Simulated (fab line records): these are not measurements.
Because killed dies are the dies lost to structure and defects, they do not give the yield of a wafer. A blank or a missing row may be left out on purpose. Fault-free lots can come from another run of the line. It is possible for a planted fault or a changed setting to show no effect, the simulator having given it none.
Chamber matching / flow nand harc / ald hk-03 running NHARC_A_CHANNEL_FILL_D1_ALD_14: 4 sister chambers
The step deposits SiO2, target thk 2.5 nm, pulse time 10 s, ald cycles 25. 8 wafers are shown with their chamber, then 8 later ones without.

## WAFERS WITH THEIR CHAMBER
wafer=L080.3; chamber=0; heater power w (W)=428; precursor pulse height rel=1.001
wafer=L081.3; chamber=1; heater power w (W)=493; precursor pulse height rel=1.014
wafer=L087.1; chamber=1; heater power w (W)=481; precursor pulse height rel=0.972
wafer=L087.4; chamber=3; heater power w (W)=568; precursor pulse height rel=1.023
wafer=L088.1; chamber=2; heater power w (W)=556; precursor pulse height rel=0.985
wafer=L088.3; chamber=0; heater power w (W)=422; precursor pulse height rel=0.982
wafer=L088.4; chamber=3; heater power w (W)=560; precursor pulse height rel=1.022
wafer=L089.1; chamber=2; heater power w (W)=561; precursor pulse height rel=0.996

## WAFERS MISSING THEIR CHAMBER
wafer=L089.3; heater power w (W)=430; precursor pulse height rel=1.011
wafer=L089.4; heater power w (W)=557; precursor pulse height rel=0.978
wafer=L093.1; heater power w (W)=421; precursor pulse height rel=1.022
wafer=L093.4; heater power w (W)=552; precursor pulse height rel=1.009
wafer=L093.6; heater power w (W)=558; precursor pulse height rel=0.986
wafer=L095.1; heater power w (W)=441; precursor pulse height rel=0.986
wafer=L095.4; heater power w (W)=580; precursor pulse height rel=1.022
wafer=L095.5; heater power w (W)=571; precursor pulse height rel=1.015

## WHICH CHAMBER EACH ONE RAN IN
wafer=L089.3; from the rows above=0; in truth=0
wafer=L089.4; from the rows above=2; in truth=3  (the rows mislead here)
wafer=L093.1; from the rows above=0; in truth=0
wafer=L093.4; from the rows above=can't be placed: 2 or 3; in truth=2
wafer=L093.6; from the rows above=2; in truth=2
wafer=L095.1; from the rows above=0; in truth=0
wafer=L095.4; from the rows above=can't be placed: 3 or 2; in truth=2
wafer=L095.5; from the rows above=can't be placed: 3 or 2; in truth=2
Placed correctly: 4 of 8. Can't be placed from these rows: 3 (the true chamber is among the candidates in 3). Wrongly placed: 1.
How it was worked out, from the rows above alone: a wafer's distance from a chamber is the root of the sum, over the readings, of the square of ((its reading less the chamber's mean) divided by the reading's scatter). If the next closest chamber is less than 2 further off than the closest, the wafer can't be placed; otherwise it belongs to the closest. A chamber's mean is the mean of its shown wafers. The scatter is the square root of a quotient: the sum, over the shown wafers, of each reading's squared deviation from its chamber's mean, divided by wafers minus chambers.
